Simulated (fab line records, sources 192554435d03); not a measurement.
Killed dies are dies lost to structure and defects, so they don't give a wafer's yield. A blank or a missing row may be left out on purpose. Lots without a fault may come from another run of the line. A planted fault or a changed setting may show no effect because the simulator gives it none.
Which tool did it? | flow n5_finfet | 6 lots, 18 wafers sampled, at 9 steps of a route of 1938

WHAT THE GAUGES READ, wafer by wafer
N5_BEOL_M4_RC_MEAS_101. Usual: DIBL_N 37.1 mV/V, standard deviation 1.8; DIBL_P 37.2 mV/V, standard deviation 2.1; IOFF_N 0.17 nA/um, standard deviation 0.033; IOFF_P 0.22 nA/um, standard deviation 0.037; ION_N 680 uA/um, standard deviation 11; ION_P 464 uA/um, standard deviation 7.7; SS_N 71.7 mV/dec, standard deviation 0.63; SS_P 73.6 mV/dec, standard deviation 0.67; VT_N 248.9 mV, standard deviation 2.9; VT_P -251 mV, standard deviation 3.6.
lot  | measured     | on        | DIBL_N (mV/V)  | DIBL_P (mV/V)  | IOFF_N (nA/um) | IOFF_P (nA/um) | ION_N (uA/um) | ION_P (uA/um) | SS_N (mV/dec)  | SS_P (mV/dec)  | VT_N (mV)         | VT_P (mV)      | flag
L379 | day 8 19:38  | prober-01 | 37.7 32.4 36.1 | 39.0 32.8 37.3 | 0.21 0.11 0.18 | 0.24 0.15 0.21 | 684 666 682   | 467 458 465   | 72.2 70.6 71.9 | 74.0 72.1 73.8 | 244.9 253.1 246.9 | -249 -256 -250 |
L384 | day 10 00:10 | prober-01 | 38.2 38.0 37.1 | 39.4 37.8 36.8 | 0.22 0.20 0.18 | 0.31 0.29 0.26 | 697 686 680   | 481 479 466   | 72.4 72.1 72.2 | 74.2 73.6 73.5 | 245.5 245.1 246.5 | -244 -243 -247 |
L386 | day 10 19:17 | prober-01 | 35.6 38.3 34.8 | 35.8 37.0 34.9 | 0.15 0.19 0.14 | 0.20 0.23 0.19 | 675 691 678   | 466 470 464   | 71.2 71.7 70.5 | 73.9 73.9 72.2 | 249.1 249.9 250.8 | -251 -249 -254 |
L397 | day 14 01:49 | prober-02 | 35.7 35.8 37.6 | 35.8 34.0 37.0 | 0.15 0.15 0.17 | 0.21 0.19 0.22 | 669 673 674   | 465 461 468   | 71.6 72.0 72.0 | 73.1 72.5 73.2 | 250.2 251.8 251.1 | -251 -252 -249 |
L399 | day 14 10:52 | prober-02 | 39.5 40.7 37.4 | 39.0 38.9 35.8 | 0.18 0.21 0.16 | 0.24 0.24 0.20 | 664 678 680   | 463 461 461   | 71.9 73.2 71.3 | 73.9 74.5 73.8 | 249.3 247.9 250.8 | -248 -247 -250 |
L400 | day 14 13:47 | prober-02 | 40.8 35.2 37.1 | 40.8 34.0 36.9 | 0.27 0.13 0.18 | 0.34 0.20 0.25 | 703 677 679   | 477 463 467   | 73.1 72.0 71.7 | 74.0 72.0 73.6 | 242.1 251.3 248.0 | -241 -248 -244 |

N5_BEOL_M8_OCD_MEAS_38. Usual: trench_depth_nm 93.5 nm, standard deviation 1.8.
lot  | measured     | on     | trench_depth_nm (nm) | flag
L379 | day 10 06:45 | ocd-01 | 91.6 91.4 93.6       |
L384 | day 11 15:39 | ocd-02 | 94.8 95.0 93.5       |
L386 | day 12 07:44 | ocd-01 | 95.0 142.1 92.1      | OFF
L397 | day 15 18:46 | ocd-02 | 93.0 92.9 94.2       |
L399 | day 16 05:14 | ocd-02 | 93.2 92.2 92.9       |
L400 | day 16 05:25 | ocd-01 | 91.3 91.2 92.8       |

N5_BEOL_M8_CD_MEAS_35: target cd 40 nm. Usual: cd_nm 39.9 nm, standard deviation 0.53.
lot  | measured     | on        | cd_nm (nm)     | flag
L379 | day 10 06:55 | cd_sem-02 | 39.5 40.2 39.1 |
L384 | day 11 15:49 | cd_sem-03 | 39.7 40.3 40.2 |
L386 | day 12 07:53 | cd_sem-01 | 39.9 40.2 39.3 |
L397 | day 15 18:55 | cd_sem-02 | 39.4 40.5 39.9 |
L399 | day 16 05:23 | cd_sem-03 | 39.6 39.4 39.3 |
L400 | day 16 05:34 | cd_sem-02 | 39.5 39.9 39.0 |

N5_BEOL_M8_THK_MEAS_53: measures by xrf. Usual: M8_THK 80.3 nm, standard deviation 2.4.
lot  | measured     | on            | M8_THK (nm)     | flag
L379 | day 10 09:19 | film_metro-01 | 78.9 77.2 78.9  |
L384 | day 11 18:38 | film_metro-01 | 82.1 81.1 78.7  |
L386 | day 12 11:07 | film_metro-01 | 78.9 128.9 77.4 | OFF
L397 | day 15 21:39 | film_metro-02 | 79.9 82.8 81.7  |
L399 | day 16 07:34 | film_metro-02 | 81.8 79.7 81.2  |
L400 | day 16 08:25 | film_metro-02 | 79.9 81.4 80.9  |

N5_BEOL_M8_RS_MEAS_57: measures by four-point-probe. Usual: M8_RS 0.286 ohm/sq, standard deviation 0.0092.
lot  | measured     | on            | M8_RS (ohm/sq)    | flag
L379 | day 10 09:28 | film_metro-01 | 0.292 0.298 0.289 |
L384 | day 11 18:46 | film_metro-02 | 0.278 0.281 0.290 |
L386 | day 12 11:15 | film_metro-02 | 0.288 0.165 0.294 | OFF
L397 | day 15 21:47 | film_metro-02 | 0.293 0.283 0.287 |
L399 | day 16 07:42 | film_metro-01 | 0.282 0.291 0.284 |
L400 | day 16 08:33 | film_metro-02 | 0.293 0.284 0.286 |

N5_BEOL_M15_RC_MEAS_101. Usual: COMB_M10 1.47e-11 S/m, standard deviation 3e-12; COMB_M11 1.4e-11 S/m, standard deviation 3.2e-12; COMB_M12 6.5e-12 S/m, standard deviation 1.7e-12; COMB_M13 4.7e-12 S/m, standard deviation 1.1e-12; COMB_M13_max_site 6.9e-12 S/m, standard deviation 1.7e-12; COMB_M14 3.7e-12 S/m, standard deviation 1e-12; COMB_M15 2.6e-12 S/m, standard deviation 8e-13; COMB_M5 3.6e-11 S/m, standard deviation 7.6e-12; COMB_M6 2.5e-11 S/m, standard deviation 4.7e-12; COMB_M6_max_site 3.6e-11 S/m, standard deviation 7.8e-12; COMB_M7 2.6e-11 S/m, standard deviation 5.7e-12; COMB_M9 1.5e-11 S/m, standard deviation 3.2e-12; SERP_M10 3.03 ohm/um, standard deviation 0.094; SERP_M11 3.08 ohm/um, standard deviation 0.12; SERP_M12 0.643 ohm/um, standard deviation 0.019; SERP_M13 0.309 ohm/um, standard deviation 0.0073; SERP_M14 0.161 ohm/um, standard deviation 0.0049; SERP_M5 39.5 ohm/um, standard deviation 2; SERP_M6 13.8 ohm/um, standard deviation 0.59; SERP_M6_max_site 14.4 ohm/um, standard deviation 0.63; SERP_M7 13.9 ohm/um, standard deviation 0.67; SERP_M8 13.8 ohm/um, standard deviation 0.53; SERP_M8_max_site 14.4 ohm/um, standard deviation 0.58; SERP_M9 3.13 ohm/um, standard deviation 0.11; SERP_M9_max_site 3.23 ohm/um, standard deviation 0.12.
lot  | measured     | on        | COMB_M10 (S/m)             | COMB_M11 (S/m)          | COMB_M12 (S/m)           | COMB_M13 (S/m)          | COMB_M13_max_site (S/m)  | COMB_M14 (S/m)          | COMB_M15 (S/m)          | COMB_M5 (S/m)           | COMB_M6 (S/m)           | COMB_M6_max_site (S/m)  | COMB_M7 (S/m)           | COMB_M9 (S/m)           | SERP_M10 (ohm/um) | SERP_M11 (ohm/um) | SERP_M12 (ohm/um) | SERP_M13 (ohm/um) | SERP_M14 (ohm/um) | SERP_M5 (ohm/um) | SERP_M6 (ohm/um) | SERP_M6_max_site (ohm/um) | SERP_M7 (ohm/um) | SERP_M8 (ohm/um) | SERP_M8_max_site (ohm/um) | SERP_M9 (ohm/um) | SERP_M9_max_site (ohm/um) | flag
L379 | day 12 11:37 | prober-01 | 1.45e-11 1.91e-11 1.25e-11 | 2e-11 1.5e-11 1.4e-11   | 8.8e-12 8.2e-12 8.2e-12  | 6.6e-12 6.4e-12 6.6e-12 | 1e-11 7.3e-12 8.5e-12    | 3.9e-12 5.1e-12 5.6e-12 | 2.4e-12 2.5e-12 2.7e-12 | 4.1e-11 4.6e-11 4.3e-11 | 2.4e-11 2.6e-11 2.4e-11 | 3.8e-11 4.5e-11 3.1e-11 | 3.1e-11 2.3e-11 2.2e-11 | 1.6e-11 1.9e-11 2.1e-11 | 2.85 3.05 2.81    | 3.15 3.21 3.20    | 0.637 0.628 0.644 | 0.307 0.316 0.307 | 0.151 0.167 0.165 | 39.1 40.0 38.7   | 13.3 13.0 12.8   | 14.3 13.4 13.1            | 14.5 13.2 14.1   | 14.8 14.3 14.6   | 16.0 14.8 15.0            | 3.25 3.26 3.33   | 3.28 3.49 3.37            |
L384 | day 14 03:59 | prober-02 | 2.12e-11 1.42e-11 1.39e-11 | 1e-11 9e-12 1.8e-11     | 5.7e-12 5.9e-12 7.9e-12  | 3.2e-12 3.3e-12 4.2e-12 | 4.5e-12 5.4e-12 6.1e-12  | 2.6e-12 2.1e-12 3.1e-12 | 2.3e-12 2.4e-12 2.9e-12 | 2.3e-11 3.3e-11 2.3e-11 | 2.3e-11 2.8e-11 3.3e-11 | 3.1e-11 3.9e-11 4.5e-11 | 3.1e-11 2.1e-11 2.3e-11 | 1.3e-11 1.6e-11 1.7e-11 | 2.82 3.18 2.83    | 3.16 3.27 3.21    | 0.626 0.621 0.648 | 0.309 0.317 0.308 | 0.160 0.161 0.163 | 40.6 40.5 41.0   | 13.6 13.3 13.9   | 14.2 14.6 14.2            | 13.7 13.1 13.1   | 13.5 13.6 14.0   | 13.7 13.9 14.3            | 3.30 3.17 3.29   | 3.45 3.32 3.44            |
L386 | day 14 14:58 | prober-01 | 2.04e-11 1.68e-11 1.69e-11 | 1.2e-11 1.3e-11 8e-12   | 7.8e-12 6.9e-12 7.2e-12  | 6e-12 6e-12 5.7e-12     | 8.5e-12 1.16e-11 7.7e-12 | 4.2e-12 3.9e-12 4.2e-12 | 2.7e-12 2.1e-12 2.6e-12 | 3.9e-11 4.7e-11 3.5e-11 | 3.2e-11 2.6e-11 2.4e-11 | 4e-11 3.4e-11 3.4e-11   | 2.1e-11 2.2e-11 2e-11   | 1.7e-11 1.4e-11 1.1e-11 | 3.10 3.13 3.11    | 2.87 3.08 3.01    | 0.643 0.617 0.619 | 0.321 0.314 0.321 | 0.153 0.159 0.159 | 41.3 38.6 39.7   | 14.8 14.6 14.7   | 15.2 15.0 15.0            | 13.2 13.2 12.7   | 13.9 8.2 14.4    | 14.2 8.7 15.1             | 2.97 3.18 3.03   | 3.13 3.28 3.13            | OFF
L397 | day 18 03:02 | prober-01 | 1.11e-11 1.03e-11 1.2e-11  | 1.3e-11 1.7e-11 1e-11   | 5.9e-12 8.7e-12 6.4e-12  | 3.9e-12 4.5e-12 4.7e-12 | 5.2e-12 5.4e-12 5.4e-12  | 3.1e-12 3.3e-12 3.7e-12 | 3.3e-12 3e-12 4.5e-12   | 4e-11 3.1e-11 3.4e-11   | 2.7e-11 3.3e-11 2.8e-11 | 5.3e-11 4.3e-11 4.5e-11 | 2.4e-11 3.1e-11 3e-11   | 2.1e-11 1.6e-11 1.5e-11 | 3.00 2.98 3.03    | 2.94 3.05 3.04    | 0.660 0.659 0.674 | 0.311 0.306 0.302 | 0.164 0.166 0.156 | 40.9 37.4 40.5   | 14.0 13.8 14.0   | 14.5 14.6 14.4            | 13.2 12.8 13.9   | 14.3 13.0 13.7   | 14.7 13.4 14.3            | 3.11 3.17 3.21   | 3.19 3.21 3.29            |
L399 | day 18 10:17 | prober-02 | 1.66e-11 1.48e-11 1.73e-11 | 1.1e-11 1.1e-11 1.5e-11 | 7.1e-12 6e-12 6.1e-12    | 4.6e-12 3.9e-12 5e-12   | 6e-12 6.3e-12 6.8e-12    | 2.9e-12 3.7e-12 1.9e-12 | 2.3e-12 2.4e-12 2e-12   | 3.5e-11 4.8e-11 4.5e-11 | 1.8e-11 2.5e-11 2.1e-11 | 2.9e-11 3.6e-11 3.2e-11 | 3.1e-11 3.2e-11 3.6e-11 | 1.1e-11 1e-11 1.7e-11   | 3.03 3.08 3.07    | 3.08 3.11 3.28    | 0.688 0.662 0.667 | 0.308 0.303 0.303 | 0.153 0.170 0.161 | 36.7 35.9 37.6   | 14.4 12.6 12.5   | 15.4 12.9 13.7            | 13.4 13.4 13.9   | 13.6 14.4 14.2   | 14.0 15.1 14.8            | 2.97 2.95 2.98   | 3.07 3.04 3.10            |
L400 | day 18 10:08 | prober-01 | 1.6e-11 1.84e-11 1.28e-11  | 2.1e-11 1.8e-11 2e-11   | 5.8e-12 7.4e-12 1.14e-11 | 4.6e-12 4.7e-12 4.7e-12 | 7.2e-12 6.2e-12 7.6e-12  | 4e-12 3.8e-12 3.4e-12   | 3.6e-12 3.7e-12 2.6e-12 | 4.4e-11 3.8e-11 3.7e-11 | 2.9e-11 2.5e-11 3.3e-11 | 3.7e-11 5.2e-11 4e-11   | 3.8e-11 3.4e-11 2.9e-11 | 1.8e-11 1.1e-11 1.7e-11 | 2.96 2.94 3.11    | 3.03 3.18 2.99    | 0.660 0.667 0.656 | 0.303 0.320 0.320 | 0.155 0.156 0.163 | 40.5 40.9 38.9   | 14.3 13.8 14.0   | 15.8 14.5 14.4            | 13.5 13.8 14.3   | 14.6 13.7 14.6   | 15.1 14.2 14.8            | 2.95 3.26 2.96   | 2.99 3.42 3.13            |

WHICH TOOL RAN EACH LOT (tool, then ch and the chambers of the sampled wafers, then the start)
lot  | N5_BEOL_M8_TRENCH_ETCH_37          | N5_BEOL_M8_CURE_75            | N5_BEOL_M8_PRE_CLEAN_45
L379 | rie_diel-03 ch 0,1,2, day 10 06:36 | uv_cure-01 ch 1, day 10 06:57 | pvd_sputter-02, day 10 07:28
L384 | rie_diel-03 ch 0,3, day 11 15:30   | uv_cure-02 ch 2, day 11 15:54 | pvd_sputter-02, day 11 16:40
L386 | rie_diel-03 ch 0,2,3, day 12 07:35 | uv_cure-01 ch 2, day 12 07:56 | pvd_sputter-03, day 12 09:41
L397 | rie_diel-01 ch 0,1,3, day 15 18:37 | uv_cure-02 ch 2, day 15 19:07 | pvd_sputter-02, day 15 20:17
L399 | rie_diel-01 ch 0,2,3, day 16 05:05 | uv_cure-03 ch 1, day 16 05:29 | pvd_sputter-01, day 16 05:56
L400 | rie_diel-05 ch 0,1,3, day 16 05:15 | uv_cure-02 ch 0, day 16 05:49 | pvd_sputter-02, day 16 06:09
- N5_BEOL_M8_TRENCH_ETCH_37: etches SiCOH lowk in C4F6/O2, target depth 93.478 nm, time 31.2 s.
- N5_BEOL_M8_CURE_75: cures SiCOH lowk, time 120 s.
- N5_BEOL_M8_PRE_CLEAN_45: time 30 s.

WHAT THE TOOLS THEMSELVES READ (means of the sampled wafers that have a number; where no wafer has one, the mark that the record gives instead)
N5_BEOL_M8_TRENCH_ETCH_37. Usual: drypump_motor_current_A 5.5 A, standard deviation 0.5; oes_o_777_au 0.78 a.u., standard deviation 0.07; oes_product_au 0.77 a.u., standard deviation 0.063; rf_vpp_V 667 V, standard deviation 14; run_length_s 54.5 s, standard deviation 0.52; showerhead_plenum_p_Torr 2.90 Torr, standard deviation 0.084; throttle_valve_pct 21.04 %, standard deviation 0.17.
lot  | tool        | drypump_motor_current_A (A) | oes_o_777_au (a.u.) | oes_product_au (a.u.) | rf_vpp_V (V) | run_length_s (s) | showerhead_plenum_p_Torr (Torr) | throttle_valve_pct (%) | flag
L379 | rie_diel-03 | 5.4                         | 0.77                | 0.75                  | 672          | 54.6             | 2.89                            | 21.09                  |
L384 | rie_diel-03 | 5.8                         | 0.84                | 0.81                  | 660          | 54.5             | 2.97                            | 20.96                  |
L386 | rie_diel-03 | 5.8                         | 0.83                | 0.80                  | 666          | 59.7             | 2.95                            | 21.15                  | OFF
L397 | rie_diel-01 | 5.6                         | 0.72                | 0.74                  | 675          | 54.6             | 2.88                            | 20.95                  |
L399 | rie_diel-01 | 5.6                         | 0.70                | 0.70                  | 677          | 54.6             | 2.90                            | 21.04                  |
L400 | rie_diel-05 | 5.5                         | 0.78                | 0.77                  | 650          | 54.1             | 2.82                            | 21.10                  |

N5_BEOL_M8_CURE_75. Usual: lamp_power_pct 52.31 %, standard deviation 0.051; wafer_temp_C_max 371.7, standard deviation 0.47.
lot  | tool       | lamp_power_pct (%) | wafer_temp_C_max | flag
L379 | uv_cure-01 | 52.36              | 371.5            |
L384 | uv_cure-02 | 52.30              | 372.0            |
L386 | uv_cure-01 | 52.31              | 370.8            |
L397 | uv_cure-02 | 52.32              | 371.8            |
L399 | uv_cure-03 | 52.29              | 372.2            |
L400 | uv_cure-02 | 52.31              | 371.8            |

N5_BEOL_M8_PRE_CLEAN_45. Usual: heater_power_w 322 W, standard deviation 35.
lot  | tool           | heater_power_w (W) | flag
L379 | pvd_sputter-02 | 352                |
L384 | pvd_sputter-02 | 318                |
L386 | pvd_sputter-03 | 299                |
L397 | pvd_sputter-02 | 318                |
L399 | pvd_sputter-01 | 323                |
L400 | pvd_sputter-02 | 323                |

THE ANSWER, worked out from the rows above alone
Rule: a lot is off if the mean of its wafers that have a number lies more than 3 standard deviations from the usual mean. A lot without any number at a reading at which 4 lots or more have one is off too. The other lots that the step has rows for count as sound. The gauges are gone through in route order, then the tools' own readings, and for those a lot's mean is taken as printed above. The first step at which some lot is off is used, and at that step the reading that is off furthest; a lot without a number counts as furthest.
Off: L386, at N5_BEOL_M8_OCD_MEAS_38 (trench_depth_nm).
A tool fits if, at a process step before that reading, it ran every lot that is off, and no sound lot after the first of them. The gauges at N5_BEOL_M8_OCD_MEAS_38 aren't tried: what is off there is off at N5_BEOL_M8_THK_MEAS_53 too, on other tools, and a gauge's error can't cause that. One fits: rie_diel-03 at N5_BEOL_M8_TRENCH_ETCH_37. Its last sound lot is L384 (day 11 15:30), its first lot that is off L386 (day 12 07:35): a fault that began between those two fits.
The tool's own readings at N5_BEOL_M8_TRENCH_ETCH_37 bear it out: on the lots that are off they differ by more than 5 times the standard deviation of the sound lots' means. run_length_s reads 59.7 s there against 54.5 s on the sound lots.

WHAT THE SIMULATOR HAD PUT IN
Process parameter drift: rie_diel-03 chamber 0, from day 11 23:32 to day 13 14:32, at N5_BEOL_M8_TRENCH_ETCH_37. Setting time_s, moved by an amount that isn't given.
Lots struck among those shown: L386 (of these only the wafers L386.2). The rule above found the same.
